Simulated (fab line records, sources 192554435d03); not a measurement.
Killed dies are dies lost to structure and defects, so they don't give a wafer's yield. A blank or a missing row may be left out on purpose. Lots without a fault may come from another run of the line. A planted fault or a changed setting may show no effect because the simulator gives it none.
fab line records | flow n5_finfet
record lots=6 wafers=18 last_day=20
route steps=1938 shown BEOL_M2@919 BEOL_M3@931 BEOL_M4@1111
lots that met no fault: from a run of the same line without faults
start_h: hours from the record's first day to the start of the lot's first wafer shown | wait_h: hours since the lot's step before | " the same as in the row above | L1.1+2: a row that stands for several wafers | - no value, or no start given | * or withheld: withheld | < > ~ a bound
route shown NAME@n: a module of which the file shows steps, and the number in the route of the first | usual: mean/standard deviation of fault-free wafers | same: alike in all rows | chamber/n: place in a boat | sites: the reading at each site | _std_site: their standard deviation | _edge_site: outer sites' mean less inner sites' | radius_mm: how far each site lies from the wafer's centre | mask NAME#n: copy n | behind: the tool/chamber that last shaped the wafer | hold: why the lot was held/for how many hours/how that ended | device: the transistor (n, p or np) that didn't switch | end of line: the same wafers' tests at the end of the route | a step without rows: its recipe alone | killed: dies lost to structure and defects at the first sort, not the wafer's yield | map: a wafer's dies, x killed, . not, _ none there
set.NAME: the setting as run; set.NAME@STEP: as run at that earlier step | model.NAME: the simulator's own value behind a step, which no gauge read
lots at some steps of the route; a table a step, a row a wafer
services: from which hour (start_h, from the record's first day; less than 0 if before it) a tool's chamber was out of use, for how many hours, and why
## steps
# step N5_BEOL_M2_ANNEAL_95
# recipe temp_c=400 time_s=240 ambient=vacuum
# usual heater_power_w=827/50
# columns lot.wafer tool chamber start_h wait_h heater_power_w
L608.2 pvd_sputter-02 - 153.69 0.0 875
L608.3 " - " " 821
L608.5 " - " " 901
L613.1 pvd_sputter-01 - 174.54 0.0 756
L613.2 " - " " 797
L613.3 " - " " 867
L614.1 pvd_sputter-02 - 203.82 0.0 898
L614.4 " - " " 789
L614.5 " - " " 789
L616.2 pvd_sputter-01 - 222.76 0.0 805
L616.3 " - " " 842
L616.4 " - " " 734
L629.2 pvd_sputter-03 - 295.15 0.0 873
L629.4 " - " " 800
L629.5 " - " " 824
L631.3 pvd_sputter-03 - 313.34 0.0 897
L631.4 " - " " 759
L631.6 " - " " 797
# step N5_BEOL_M2_SPUTTER_96
# recipe material=Cu target_thk_a=45 temp_c=-20 chamber_pressure_pa=0.07 power_w=withheld time_s=8.29
# step N5_BEOL_M2_ECD_50
# recipe material=Cu target_thk_a=3000
# step N5_BEOL_M2_ANNEAL_51
# recipe temp_c=225 time_s=90 ambient=N2
# step N5_BEOL_M2_CMP_52
# recipe stop_on=SiOC t_overpolish_s=6.8 down_force_psi=1 platen_rpm=50 clearing_platen_down_force_psi=1.5 clearing_platen_rpm=50 post_cmp_clean=cu_alkaline target_thk_nm=40 clearing_platen_pad_velocity_m_s=0.99484 pad_velocity_m_s=0.99484
# step N5_BEOL_M2_THK_MEAS_53
# recipe thk_meas_gauge=xrf reads=Cu_of_BEOL_M2_ECD_50
# usual M2_THK=40.9/1.3
# columns lot.wafer tool chamber start_h wait_h M2_THK[nm]
L608.2 film_metro-02 - 154.61 - 40.9
L608.3 " - " " 39.7
L608.5 " - " " 39.0
L613.1 film_metro-01 - 175.51 - 41.1
L613.2 " - " " 40.7
L613.3 " - " " 41.8
L614.1 film_metro-01 - 204.74 - 41.3
L614.4 " - " " 42.1
L614.5 " - " " 41.8
L616.2 film_metro-01 - 223.71 0.2 41.8
L616.3 " - " " 41.7
L616.4 " - " " 41.6
L629.2 film_metro-02 - 296.67 - 41.3
L629.4 " - " " 43.0
L629.5 " - " " 42.6
L631.3 film_metro-01 - 314.26 - 39.4
L631.4 " - " " 38.9
L631.6 " - " " 40.8
# step N5_BEOL_M2_PRE_CLEAN_60
# recipe gas=NH3/H2 time_s=15 temp_c=* rf_power_w=300
# step N5_BEOL_M2_CO_CAP_55
# recipe material=Co target_thk_a=20 temp_c=200 precursor=CCTBA/H2 pressure_torr=30 time_s=102.1
# step N5_BEOL_M2_PRE_CLEAN_56
# recipe gas=NH3 time_s=15 temp_c=withheld rf_power_w=300
# step N5_BEOL_M2_DEP_57
# recipe material=SiCN target_thk_a=80 temp_c=withheld precursor=3MS/NH3 pressure_torr=3 rf_w=202 time_s=14
# step N5_BEOL_M2_RS_MEAS_58
# recipe thk_meas_gauge=four-point-probe reads=Co_of_BEOL_M2_CO_CAP_55+Cu_of_BEOL_M2_ECD_50+Co_of_BEOL_M2_CVD_47+TaN_of_BEOL_M2_ALD_84
# usual M2_RS=0.657/0.025
# columns lot.wafer tool chamber start_h wait_h M2_RS[ohm/sq]
L608.2 film_metro-02 - 154.94 0.1 0.647
L608.3 " - " " 0.673
L608.5 " - " " 0.686
L613.1 film_metro-01 - 175.78 0.0 0.660
L613.2 " - " " 0.667
L613.3 " - " " 0.645
L614.1 film_metro-02 - 205.01 0.1 0.655
L614.4 " - " " 0.643
L614.5 " - " " 0.647
L616.2 film_metro-01 - 224.00 0.1 0.647
L616.3 " - " " 0.648
L616.4 " - " " 0.653
L629.2 film_metro-01 - 297.05 0.1 0.647
L629.4 " - " " 0.610
L629.5 " - " " 0.617
L631.3 film_metro-02 - 314.62 0.1 0.685
L631.4 " - " " 0.700
L631.6 " - " " 0.658
# step N5_BEOL_M2_INSPECT_59
# recipe inspect_instrument=darkfield mode=post_dep
# usual raw_defect_count=72/24
# columns lot.wafer tool chamber start_h wait_h raw_defect_count
L608.2 defect_inspect-01 - 154.97 0.0 68
L608.3 " - " " 75
L608.5 " - " " 85
L613.1 defect_inspect-01 - 175.81 0.0 51
L613.2 " - " " 48
L613.3 " - " " 83
L614.1 defect_inspect-02 - 205.03 0.0 64
L614.4 " - " " 73
L614.5 " - " " 51
L616.2 defect_inspect-02 - 224.03 0.0 38
L616.3 " - " " 47
L616.4 " - " " 90
L629.2 defect_inspect-02 - 297.08 0.0 56
L629.4 " - " " 76
L629.5 " - " " 64
L631.3 defect_inspect-01 - 314.65 0.0 95
L631.4 " - " " 115
L631.6 " - " " 115
# step N5_BEOL_M3_ILD_DEP_00
# recipe material=SiOC target_thk_a=790 temp_c=350 precursor=DEMS/O2 pressure_torr=5 rf_w=500 time_s=15.3
# usual chamber_pressure_Torr=5.000/0.011 heater_power_w=467/49 rf_fwd_power_W=493.6/2.6 showerhead_plenum_p_Torr=5.691/0.011 throttle_valve_pct=12.0/0.7
# columns lot.wafer tool chamber start_h wait_h chamber_pressure_Torr heater_power_w rf_fwd_power_W showerhead_plenum_p_Torr throttle_valve_pct model.SiOC_of_BEOL_M3_ILD_DEP_00.thk_nm
L608.2 pecvd-01 2 155.00 0.0 5.008 491 494.4 5.704 11.5 79.6
L608.3 " 0 " " 5.010 446 494.9 5.694 12.0 78.2
L608.5 " 1 " " 5.008 496 497.8 5.703 13.6 80.6
L613.1 pecvd-01 2 175.85 0.0 5.005 474 494.2 5.705 11.4 79.2
L613.2 " 1 " " 4.985 452 493.8 5.681 13.6 79
L613.3 " 0 " " 4.986 455 494.5 5.692 12.1 78.8
L614.1 pecvd-02 1 205.07 0.0 5.002 426 496.2 5.695 11.5 78
L614.4 " 0 " " 5.005 550 495.3 5.693 11.7 79
L614.5 " 1 " " 5.008 418 493.5 5.687 11.6 79
L616.2 pecvd-01 1 224.06 0.0 5.003 487 493.6 5.694 13.8 78
L616.3 " 2 " " 4.996 464 497.5 5.711 11.4 79.2
L616.4 " 2 " " 5.002 467 495.7 5.685 11.2 81
L629.2 pecvd-02 0 297.12 0.0 4.987 575 491.6 5.710 11.7 78.6
L629.4 " 1 " " 4.995 459 - 5.681 11.6 49.8
L629.5 " 0 " " 4.997 579 - 5.699 11.6 50.8
L631.3 pecvd-02 0 314.68 0.0 5.002 545 - 5.692 11.9 48.4
L631.4 " 2 " " 4.994 369 - 5.684 11.7 48.4
L631.6 " 1 " " 5.001 451 496.3 5.698 11.5 79.2
# step N5_BEOL_M3_THK_MEAS_01
# recipe reads=SiOC_of_BEOL_M3_ILD_DEP_00
# usual M3_ILD_THK=79.2/1.1
# columns lot.wafer tool chamber start_h wait_h M3_ILD_THK[nm]
L608.2 film_metro-02 - 155.07 0.1 79.7
L608.3 " - " " 78.2
L608.5 " - " " 80.5
L613.1 film_metro-01 - 175.91 0.0 79.2
L613.2 " - " " 79.0
L613.3 " - " " 78.9
L614.1 film_metro-02 - 205.15 0.1 77.9
L614.4 " - " " 79.1
L614.5 " - " " 79.1
L616.2 film_metro-01 - 224.13 0.1 78.1
L616.3 " - " " 79.2
L616.4 " - " " 81.1
L629.2 film_metro-01 - 297.18 0.1 78.7
L629.4 " - " " 49.7
L629.5 " - " " 50.8
L631.3 film_metro-02 - 314.75 0.1 48.5
L631.4 " - " " 48.4
L631.6 " - " " 79.2
# step N5_BEOL_M3_PECVD_72
# recipe material=SiO2 target_thk_a=160 temp_c=400 precursor=TEOS/O2 pressure_torr=5.5 rf_w=450 teos_flow_sccm=53.8 gas=O2 flow_sccm=3000 time_s=18
# usual chamber_pressure_Torr=5.501/0.011 heater_power_w=675/52 rf_fwd_power_W=444.7/2.1 showerhead_plenum_p_Torr=8.76/0.046 throttle_valve_pct=22.7/1.5
# columns lot.wafer tool chamber start_h wait_h chamber_pressure_Torr heater_power_w rf_fwd_power_W showerhead_plenum_p_Torr throttle_valve_pct
L608.2 pecvd-01 1 155.11 0.0 5.504 667 445.6 8.75 25.5
L608.3 " 2 " " 5.491 681 447.2 8.82 21.2
L608.5 " 0 " " 5.490 678 443.8 8.76 22.5
L613.1 pecvd-02 2 175.95 0.0 5.510 655 438.4 8.76 21.7
L613.2 " 0 " " 5.515 778 442.4 8.85 21.7
L613.3 " 1 " " 5.512 619 445.7 8.76 21.4
L614.1 pecvd-01 0 205.19 0.0 5.507 610 443.4 8.73 22.8
L614.4 " 1 " " 5.514 741 443.5 8.75 25.5
L614.5 " 2 " " 5.497 646 444.4 8.84 20.8
L616.2 pecvd-03 0 224.17 0.0 5.483 582 446.6 8.78 22.9
L616.3 " 0 " " 5.480 603 447.9 8.77 23.0
L616.4 " 1 " " 5.501 759 443.4 8.71 21.6
L629.2 pecvd-03 1 297.22 0.0 5.500 722 445.8 8.71 21.5
L629.4 " 2 " " 5.490 685 442.5 8.70 22.1
L629.5 " 2 " " 5.514 693 444.9 8.69 22.4
L631.3 pecvd-01 0 314.79 0.0 5.487 650 444.0 8.78 23.0
L631.4 " 2 " " 5.510 713 444.4 8.83 21.1
L631.6 " 1 " " 5.509 629 443.1 8.75 25.5
# step N5_BEOL_M3_HM_DEP_02
# recipe material=TiN target_thk_a=200 temp_c=25 chamber_pressure_pa=0.49996
# step N5_BEOL_M3_COAT_61
# recipe resist=SOC temp_c=250 time_s=60 spin_rpm=1500 resist_thk_nm=60
# step N5_BEOL_M3_COAT_62
# recipe resist=SiARC temp_c=220 time_s=60 spin_rpm=1500 resist_thk_nm=12
# step N5_BEOL_M3_COAT_73
# recipe resist=underlayer temp_c=205 time_s=60 spin_rpm=1500 resist_thk_nm=5
# step N5_BEOL_M3_COAT_05
# recipe resist=CAR-EUV spin_rpm=1500 resist_thk_nm=30
# step N5_BEOL_M3_EBR_07
# recipe solvent=PGMEA ebr_width_mm=1.5
# step N5_BEOL_M3_SOFTBAKE_06
# recipe temp_c=110 time_s=60 resist=CAR-EUV
# step N5_BEOL_M3_EXPOSE_08
# recipe mask_id=M3 na=0.33 source_shape=dipole sigma_inner=0.369 sigma_outer=0.767 polarization=unpolarized dose_mj=33
# step N5_BEOL_M3_PEB_09
# recipe peb_temp_c=100 peb_time_s=60 resist=CAR-EUV
# step N5_BEOL_M3_DEVELOP_10
# recipe develop_time_s=30 developer=TMAH resist=CAR-EUV rinse_liquid=surfactant_rinse dry=air_spin dev_temp_c=23
# step N5_BEOL_M3_CD_MEAS_11
# recipe target_cd_nm=17.05 landing_energy_ev=500 detector=se_inlens polarity=opening
# usual cd_nm=17.11/0.26
# columns lot.wafer tool chamber start_h wait_h cd_nm
L608.2 cd_sem-01 0 155.68 - 17.02
L608.3 " 0 " " 16.89
L608.5 " 0 " " 17.22
L613.1 cd_sem-03 0 176.97 - 17.45
L613.2 " 0 " " 17.41
L613.3 " 0 " " 17.38
L614.1 cd_sem-02 0 206.24 - 16.90
L614.4 " 0 " " 17.25
L614.5 " 0 " " 17.18
L616.2 cd_sem-03 0 226.42 - 16.80
L616.3 " 0 " " 16.99
L616.4 " 0 " " 16.70
L629.2 cd_sem-02 0 299.21 - 17.33
L629.4 " 0 " " 16.99
L629.5 " 0 " " 17.09
L631.3 cd_sem-03 0 315.95 - 16.95
L631.4 " 0 " " 17.29
L631.6 " 0 " " 17.54
# step N5_BEOL_M3_OVL_MEAS_12
# recipe points_per_wafer=522
# usual M3_OVL=-0.1/0.62
# columns lot.wafer tool chamber start_h wait_h M3_OVL[nm]
L608.2 overlay-02 0 155.71 0.0 0.8
L608.3 " 0 " " 0.9
L608.5 " 0 " " -0.6
L613.1 overlay-01 0 177.00 0.0 0.1
L613.2 " 0 " " 0.7
L613.3 " 0 " " -0.1
L614.1 overlay-01 0 206.28 0.0 -0.2
L614.4 " 0 " " 0.1
L614.5 " 0 " " -0.5
L616.2 overlay-01 0 226.46 0.0 -0.1
L616.3 " 0 " " 0.2
L616.4 " 0 " " -0.1
L629.2 overlay-01 0 299.24 0.0 0.8
L629.4 " 0 " " -0.6
L629.5 " 0 " " -1.7
L631.3 overlay-02 0 315.99 0.0 -0.4
L631.4 " 0 " " -0.6
L631.6 " 0 " " 0.4
# step N5_BEOL_M3_INSPECT_13
# recipe mode=adi inspect_instrument=brightfield
# usual raw_defect_count=397/91
# columns lot.wafer tool chamber start_h wait_h raw_defect_count
L608.2 defect_inspect-01 - 155.77 0.0 299
L608.3 " - " " 440
L608.5 " - " " 271
L613.1 defect_inspect-01 - 177.05 0.1 287
L613.2 " - " " 295
L613.3 " - " " 350
L614.1 defect_inspect-02 - 206.33 0.1 282
L614.4 " - " " 277
L614.5 " - " " 304
L616.2 defect_inspect-02 - 226.51 0.0 321
L616.3 " - " " 345
L616.4 " - " " 446
L629.2 defect_inspect-01 - 299.30 0.0 436
L629.4 " - " " 394
L629.5 " - " " 401
L631.3 defect_inspect-01 - 316.04 0.0 434
L631.4 " - " " 493
L631.6 " - " " 418
# step N5_BEOL_M3_DESCUM_16
# recipe chemistry=O2 time_s=7 source_power_w=50 bias_power_w=20 pressure_mtorr=20 rf_frequency_hz=2.712e+07 temp_c=40 resist=CAR-EUV o2_flow_sccm=225
# step N5_BEOL_M3_ETCH_74
# recipe chemistry=N2/H2 target=underlayer target_depth_a=65 mask_material=CAR-EUV time_s=5.2 ion_energy_ev=200 pressure_mtorr=30 source_w=840 bias_w=150 n2_flow_sccm=200 h2_flow_sccm=200 ends=cleared
# step N5_BEOL_M3_ETCH_63
# recipe chemistry=CF4 target=SiARC target_depth_a=156 mask_material=CAR-EUV time_s=26 ion_energy_ev=80 pressure_mtorr=40 source_w=545 bias_w=36 Ar_flow_sccm=100 cf4_flow_sccm=100 ends=cleared
# step N5_BEOL_M3_ETCH_64
# recipe chemistry=N2/H2 target=SOC target_depth_a=750 overetch_a=150 mask_material=SiARC temp_c=40 time_s=112.5 ion_energy_ev=200 pressure_mtorr=30 source_w=840 bias_w=150 n2_flow_sccm=200 h2_flow_sccm=200
# usual drypump_motor_current_A=5.8/0.56 oes_product_au=0.63/0.048 rf_fwd_power_W=837.0/2.8 rf_vpp_V=523.8/2.3 showerhead_plenum_p_Torr=2.54/0.081 throttle_valve_pct=17.68/0.19
# columns lot.wafer tool chamber start_h wait_h drypump_motor_current_A oes_product_au rf_fwd_power_W rf_hours_counter_h rf_vpp_V showerhead_plenum_p_Torr throttle_valve_pct
L608.2 rie_diel-05 3 155.88 0.0 5.8 0.61 834.9 136 527.2 2.66 17.49
L608.3 " 0 " " 5.0 0.61 833.6 151 526.2 2.66 17.60
L608.5 " 3 " " 5.8 0.61 835.0 - 527.0 2.66 17.48
L613.1 rie_diel-02 2 177.17 0.0 6.1 0.65 836.8 60 525.1 2.58 17.79
L613.2 " 1 " " 6.4 0.70 835.1 27 529.6 2.70 17.74
L613.3 " 0 " " 5.8 0.64 835.9 94 525.5 2.56 17.34
L614.1 rie_diel-02 2 206.52 0.0 6.1 0.64 838.9 73 524.2 2.58 17.80
L614.4 " 3 " " 4.7 0.65 840.1 69 522.9 2.47 17.53
L614.5 " 3 " " 4.7 0.65 844.5 - 522.5 2.47 17.52
L616.2 rie_diel-06 2 226.62 0.0 6.6 0.55 837.8 247 522.7 2.50 18.03
L616.3 " 3 " " 5.8 0.63 838.4 115 522.2 2.45 17.94
L616.4 " 0 " " 6.3 0.55 835.3 236 522.1 2.52 17.83
L629.2 rie_diel-02 0 299.41 0.0 5.8 0.62 832.9 126 523.2 2.55 17.39
L629.4 " 1 " " 6.4 0.65 841.9 66 526.0 2.69 17.79
L629.5 " 2 " " 6.1 0.62 843.1 - 524.6 2.56 17.87
L631.3 rie_diel-06 3 316.16 0.0 5.9 0.60 838.2 147 520.3 2.44 18.01
L631.4 " 1 " " 5.2 0.60 838.5 - 521.0 2.45 17.80
L631.6 " 3 " " 5.9 0.61 838.9 - 521.2 2.44 18.00
# step N5_BEOL_M3_STRIP_65
# recipe chemistry=N2/H2 temp_c=40 n2_flow_sccm=200 h2_flow_sccm=200 rf_frequency_hz=6e+07
# step N5_BEOL_M3_STRIP_75
# recipe chemistry=N2/H2 temp_c=40 n2_flow_sccm=200 h2_flow_sccm=200 rf_frequency_hz=6e+07
# step N5_BEOL_M3_STRIP_66
# recipe chemistry=CF4 resist=SiARC power_w=300 bias_power_w=75 pressure_mtorr=50 cf4_flow_sccm=150 rf_frequency_hz=6e+07
# usual drypump_motor_current_A=5.8/0.56 oes_product_au=0.79/0.059 rf_fwd_power_W=292.7/0.79 rf_vpp_V=271.2/1.5 showerhead_plenum_p_Torr=1.79/0.053 throttle_valve_pct=13.46/0.17
# columns lot.wafer tool chamber start_h wait_h drypump_motor_current_A oes_product_au rf_fwd_power_W rf_hours_counter_h rf_vpp_V showerhead_plenum_p_Torr throttle_valve_pct
L608.2 rie_diel-05 1 156.01 0.0 6.0 0.75 292.9 146 272.5 1.80 13.38
L608.3 " 0 " " 5.0 0.76 291.5 151 272.3 1.87 13.48
L608.5 " 3 " " 5.8 0.75 293.1 - 271.8 1.87 13.32
L613.1 rie_diel-02 2 177.30 0.0 6.1 0.81 291.4 60 272.1 1.81 13.54
L613.2 " 1 " " 6.4 0.88 293.5 27 271.7 1.90 13.35
L613.3 " 0 " " 5.8 0.81 292.8 94 272.5 1.80 13.19
L614.1 rie_diel-02 2 206.65 0.0 6.1 0.80 292.4 73 273.1 1.81 13.54
L614.4 " 3 " " 4.8 0.81 293.4 69 270.2 1.75 13.32
L614.5 " 3 " " 4.8 0.80 293.1 - 269.5 1.75 13.31
L616.2 rie_diel-06 2 226.75 0.0 6.6 0.69 291.5 247 271.0 1.77 13.88
L616.3 " 3 " " 5.8 0.78 293.2 115 270.0 1.73 13.66
L616.4 " 0 " " 6.2 0.69 292.8 236 270.6 1.77 13.54
L629.2 rie_diel-02 0 299.54 0.0 5.7 0.78 292.7 126 271.7 1.80 13.26
L629.4 " 1 " " 6.3 0.81 292.0 66 273.4 1.89 13.44
L629.5 " 2 " " 6.1 0.77 294.1 - 270.0 1.80 13.61
L631.3 rie_diel-06 3 316.28 0.0 5.8 0.76 293.5 147 269.7 1.72 13.75
L631.4 " 1 " " 5.2 0.76 292.2 - 270.6 1.73 13.57
L631.6 " 3 " " 5.8 0.75 293.0 - 269.8 1.72 13.73
# step N5_BEOL_M3_HM_OPEN_17
# recipe chemistry=Cl2/BCl3 target_depth_a=200 overetch_a=60 target=TiN mask_material=SOC ion_energy_ev=150 pressure_mtorr=10 icp_w=1000 bias_w=126 Cl2_flow_sccm=53.25 bcl3_flow_sccm=21.75 Ar_flow_sccm=25
# usual drypump_motor_current_A=5.7/0.34 he_backside_leak_sccm=3.4/0.32 mfc_ar_sccm=25.00/0.076 mfc_cl2_sccm=53.24/0.15 oes_product_au=0.66/0.086 rf_fwd_power_W=993/4 throttle_valve_pct=22.10/0.12
# columns lot.wafer tool chamber start_h wait_h drypump_motor_current_A he_backside_leak_sccm mfc_ar_sccm mfc_cl2_sccm oes_product_au rf_fwd_power_W rf_hours_counter_h throttle_valve_pct
L608.2 rie_metal-01 1 156.05 0.0 6.2 3.5 25.02 53.24 0.52 994 127 22.24
L608.3 " 1 " " 6.2 3.1 25.12 53.12 0.52 997 - 22.23
L608.5 " 1 " " 6.2 3.6 24.94 53.12 0.53 994 - 22.21
L613.1 rie_metal-01 1 177.34 0.0 6.2 3.5 24.96 53.42 0.52 996 128 22.22
L613.2 " 0 " " 5.6 3.1 25.10 53.37 0.79 995 4 22.09
L613.3 " 0 " " 5.5 3.1 24.97 53.22 0.79 994 - 22.10
L614.1 rie_metal-02 1 206.69 0.0 5.5 3.3 24.96 53.25 0.58 994 80 22.08
L614.4 " 0 " " 6.0 3.7 24.95 53.32 0.75 993 - 21.98
L614.5 " 0 " " 6.0 3.7 25.13 53.37 0.75 996 - 21.99
L616.2 rie_metal-01 0 226.82 0.1 5.5 3.1 24.93 53.35 0.76 989 - 22.09
L616.3 " 0 " " 5.5 3.1 24.91 53.35 0.77 998 - 22.08
L616.4 " 0 " " 5.5 3.2 24.90 53.27 0.77 996 - 22.09
L629.2 rie_metal-02 1 299.58 0.0 5.5 3.1 24.89 53.34 0.56 992 90 22.10
L629.4 " 0 " " 6.0 3.6 24.99 53.27 0.72 991 - 22.00
L629.5 " 1 " " 5.5 3.2 24.84 53.21 0.56 990 - 22.10
L631.3 rie_metal-02 0 316.35 0.1 6.0 3.9 25.08 53.04 0.71 997 - 22.00
L631.4 " 1 " " 5.5 3.2 24.99 53.41 0.56 991 - 22.12
L631.6 " 0 " " 6.0 3.6 24.90 53.18 0.73 996 - 21.99
# step N5_BEOL_M3_STRIP_19
# recipe chemistry=O2 power_w=400 temp_c=40 pressure_mtorr=30 rf_frequency_hz=6e+07 bias_power_w=0 overash_fraction=0.2 o2_flow_sccm=225
# step N5_BEOL_M3_CD_MEAS_18
# recipe pitch_nm=36 target_cd_nm=18
# usual cd_nm=17.99/0.26
# columns lot.wafer tool chamber start_h wait_h cd_nm
L608.2 cd_sem-01 - 156.25 0.1 17.48
L608.3 " - " " 17.75
L608.5 " - " " 17.74
L613.1 cd_sem-03 - 177.52 0.0 18.10
L613.2 " - " " 18.08
L613.3 " - " " 18.30
L614.1 cd_sem-02 - 206.87 0.0 18.18
L614.4 " - " " 18.38
L614.5 " - " " 17.98
L616.2 cd_sem-01 - 227.07 0.1 17.65
L616.3 " - " " 17.80
L616.4 " - " " 18.03
L629.2 cd_sem-01 - 299.76 0.1 17.87
L629.4 " - " " 17.70
L629.5 " - " " 17.73
L631.3 cd_sem-01 - 316.54 0.1 18.26
L631.4 " - " " 18.29
L631.6 " - " " 18.23
# step N5_BEOL_M3_COAT_67
# recipe resist=SOC temp_c=250 time_s=60 spin_rpm=1500 resist_thk_nm=60
# step N5_BEOL_M3_COAT_68
# recipe resist=SiARC temp_c=220 time_s=60 spin_rpm=1500 resist_thk_nm=12
# step N5_BEOL_M3_COAT_76
# recipe resist=underlayer temp_c=205 time_s=60 spin_rpm=1500 resist_thk_nm=5
# step N5_BEOL_M3_COAT_22
# recipe resist=CAR-EUV spin_rpm=1500 resist_thk_nm=30
# step N5_BEOL_M3_CMP_52
# recipe stop_on=SiOC t_overpolish_s=6.8 down_force_psi=1 platen_rpm=50 clearing_platen_down_force_psi=1.5 clearing_platen_rpm=50 post_cmp_clean=cu_alkaline target_thk_nm=40 clearing_platen_pad_velocity_m_s=0.99484 pad_velocity_m_s=0.99484
# usual motor_current_A=5.8/0.6 pad_life_wafers=964/610 slurry_filter_dp_kPa=13.49/0.13
# columns lot.wafer tool chamber start_h wait_h motor_current_A pad_life_wafers slurry_filter_dp_kPa model.Cu_of_BEOL_M3_ECD_50.thk_nm model.SiOC_of_BEOL_M3_ILD_DEP_00.thk_nm
L608.3 cmp-02 0 180.12 0.2 5.7 1519 13.51 38 75.2
L608.2 " 2 " " 5.7 1521 13.65 40.2 76.6
L608.5 " 0 " " 6.0 - 13.55 42.2 77.6
L613.2 cmp-01 2 189.55 0.2 5.2 342 13.54 41.2 76
L613.3 " 3 " " 5.9 343 13.38 39.4 75.8
L613.1 " 0 " " 5.6 344 13.55 41.2 76.2
L614.4 cmp-01 3 219.11 0.4 5.3 565 13.63 40.2 76
L614.1 " 1 " " 6.3 567 13.62 39.4 75
L614.5 " 2 " " 4.7 - 13.52 42.2 76
L616.2 cmp-04 2 244.93 0.2 5.5 1507 13.29 41.6 75
L616.4 " 3 " " 5.7 1508 13.43 44.4 78
L616.3 " 0 " " 4.9 1509 13.46 41.8 76.2
L629.2 cmp-01 3 326.43 0.3 5.6 1574 13.54 40.6 75.6
L629.4 " 0 " " 5.9 1575 13.53 12 46.8
L629.5 " 2 " " 5.0 - 13.80 13.4 47.8
L631.4 cmp-04 3 336.71 0.2 6.2 151 13.50 8 45.4
L631.3 " 0 " " 4.4 152 13.76 10.2 45.4
L631.6 " 2 " " 5.3 - 13.70 40.2 76.2
# step N5_BEOL_M4_RC_MEAS_101
# usual DIBL_N=36.6/1.1 DIBL_P=36.8/1.6 IOFF_N=0.169/0.024 IOFF_P=0.206/0.028 ION_N=679/9.2 ION_P=462/7 SS_N=71.6/0.57 SS_P=73.3/0.57 VT_N=248.8/2.4 VT_P=-251/3
# columns lot.wafer tool chamber start_h wait_h DIBL_N[mV/V] DIBL_P[mV/V] IOFF_N[nA/um] IOFF_P[nA/um] ION_N[uA/um] ION_P[uA/um] SS_N[mV/dec] SS_P[mV/dec] VT_N[mV] VT_P[mV]
L608.2 prober-02 0 193.41 0.2 35.8 34.9 0.150 0.161 666 450 71.3 72.3 251.0 -257
L608.3 " 0 " " 36.1 34.4 0.140 0.152 663 448 70.9 72.8 253.1 -256
L608.5 " 0 " " 37.1 36.4 0.168 0.188 675 455 71.0 73.4 249.0 -252
L613.1 prober-02 0 222.46 0.0 36.7 38.0 0.163 0.217 683 468 71.1 73.8 249.3 -249
L613.2 " 0 " " 37.5 38.8 0.171 0.219 669 462 72.1 73.5 248.7 -250
L613.3 " 0 " " 38.1 39.1 0.190 0.241 686 475 72.1 73.5 247.1 -250
L614.1 prober-01 0 233.44 0.0 37.9 38.0 0.196 0.239 686 467 71.7 73.5 245.9 -249
L614.4 " 0 " " 39.0 39.8 0.228 0.266 700 476 72.4 74.6 245.5 -249
L614.5 " 0 " " 37.3 38.7 0.184 0.236 672 463 71.7 73.2 248.7 -246
L616.2 prober-01 0 255.19 0.2 35.2 35.9 0.143 0.199 681 463 71.8 72.9 249.2 -251
L616.3 " 0 " " 38.0 39.0 0.195 0.250 685 467 72.2 73.5 248.4 -248
L616.4 " 0 " " 37.4 37.8 0.192 0.236 692 463 72.3 73.7 247.9 -248
L629.2 prober-02 0 339.23 0.2 35.2 36.5 0.157 0.170 678 457 70.8 73.3 247.4 -257
L631.6 prober-02 0 349.81 0.8 37.7 39.6 0.175 0.218 678 462 72.5 73.6 247.5 -250
## services
# columns tool chamber start_h hours kind
pecvd-02 0 130.22 19.4 repair
pvd_sputter-01 - 137.31 1.3 repair
cmp-04 - 139.07 3.9 pm
cmp-01 - 143.46 4.0 pm
rie_diel-06 - 143.51 0.7 repair
cmp-04 - 148.99 0.9 repair
pvd_sputter-03 - 164.50 2.8 repair
rie_diel-02 3 173.20 15.3 repair
pecvd-03 - 174.30 14.6 pm
pecvd-02 - 190.02 14.6 pm
rie_diel-02 0 191.16 13.6 repair
pecvd-03 2 212.06 18.9 repair
pecvd-02 0 215.90 2.2 repair
cmp-04 - 216.84 2.2 repair
cmp-04 - 233.82 0.3 repair
cmp-01 - 240.51 0.3 repair
cmp-04 - 264.04 5.4 repair
cmp-01 - 265.45 0.5 repair
rie_diel-05 1 268.62 5.2 repair
rie_metal-01 - 272.06 14.6 pm
rie_diel-02 - 306.21 0.9 repair
rie_diel-06 0 313.92 13.7 repair
rie_metal-02 - 314.59 0.5 repair
rie_metal-02 - 332.92 2.8 pm
## key
first_sign step=N5_BEOL_M3_THK_MEAS_01 reading=M3_ILD_THK direction=down sigmas=28 usual=79.2 struck=49.3
effect none on later readings
model_effect step=N5_BEOL_M3_ILD_DEP_00 value=SiOC_of_BEOL_M3_ILD_DEP_00.thk_nm without=78.95 struck=49.35
model_effect step=N5_BEOL_M3_CMP_52 value=Cu_of_BEOL_M3_ECD_50.thk_nm without=40.5 struck=10.9
met_at N5_BEOL_M3_ILD_DEP_00
struck_wafers L629.4,L629.5,L631.3,L631.4
later_rows_left_out L629.4,L629.5,L631.3,L631.4
sort_left_out L629.4,L629.5,L631.3,L631.4
onset_between 205.07 297.12
fault kind=process_parameter_drift tool=pecvd-02 chamber=- onset_h=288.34 steps=N5_BEOL_M3_ILD_DEP_00 channel=time_s offset=* shape=step end_h=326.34 scope=struck_wafers_only acts_in=* stated=*
# sort_left_out: the simulated sort isn't trusted on such a fault, so these wafers' sort isn't shown, and their yield isn't known
# later_rows_left_out: the simulator's readings of these wafers behind a module that went badly wrong aren't trusted and aren't shown, but for the sort
